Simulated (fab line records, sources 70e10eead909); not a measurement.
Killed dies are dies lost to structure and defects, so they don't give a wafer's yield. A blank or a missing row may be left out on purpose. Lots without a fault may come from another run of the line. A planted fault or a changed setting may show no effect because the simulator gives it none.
Chamber matching | flow nand_harc | NHARC_A_DECK1_JOINT_CMP_13 on cmp-01: 4 sister chambers
The step polishes, target thk 51.023 nm. 8 wafers are shown with their chamber, then 7 later ones without.

WAFERS WITH THEIR CHAMBER
wafer  | chamber | motor_current_A (A) | time_to_endpoint_s (s)
L932.5 | 1       | 12.4                | 10.6
L932.6 | 0       | 13.3                | 9.1
L934.5 | 1       | 11.2                | 9.9
L937.1 | 0       | 13.1                | 6.2
L938.1 | 3       | 13.1                | 12.1
L938.6 | 2       | 10.4                | 6.8
L945.1 | 3       | 13.1                | 12.0
L945.2 | 2       | 11.2                | 11.0

WAFERS WITHOUT THEIR CHAMBER
wafer  | motor_current_A (A) | time_to_endpoint_s (s)
L945.3 | 11.2                | 12.6
L952.1 | 11.3                | 8.1
L952.4 | 13.0                | 8.4
L952.5 | 13.2                | 9.2
L954.3 | 11.2                | 7.1
L954.4 | 11.5                | 9.6
L954.6 | 12.0                | 9.0

WHICH CHAMBER EACH WENT THROUGH
wafer  | from the rows above               | in truth
L945.3 | can't be placed: 1 or 2 or 3      | 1
L952.1 | can't be placed: 2 or 1           | 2
L952.4 | can't be placed: 0 or 3 or 1      | 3
L952.5 | can't be placed: 0 or 3 or 1      | 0
L954.3 | can't be placed: 2 or 1           | 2
L954.4 | can't be placed: 1 or 2           | 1
L954.6 | can't be placed: 1 or 2 or 0 or 3 | 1
Placed correctly: 0 of 7. Can't be placed from these rows: 7 (the true chamber is among the candidates in 7). Placed wrongly: 0.
How it was worked out, from the rows above alone: a wafer's distance from a chamber is the root of the sum, over the readings, of the square of ((its reading less the chamber's mean) divided by the reading's scatter). The wafer belongs to the nearest chamber; if the next one is less than 2 further off, it can't be placed. A chamber's mean is the mean of its shown wafers. The scatter: the root of (the sum of the squares of (reading less its chamber's mean) over the shown wafers, divided by (wafers less chambers)).
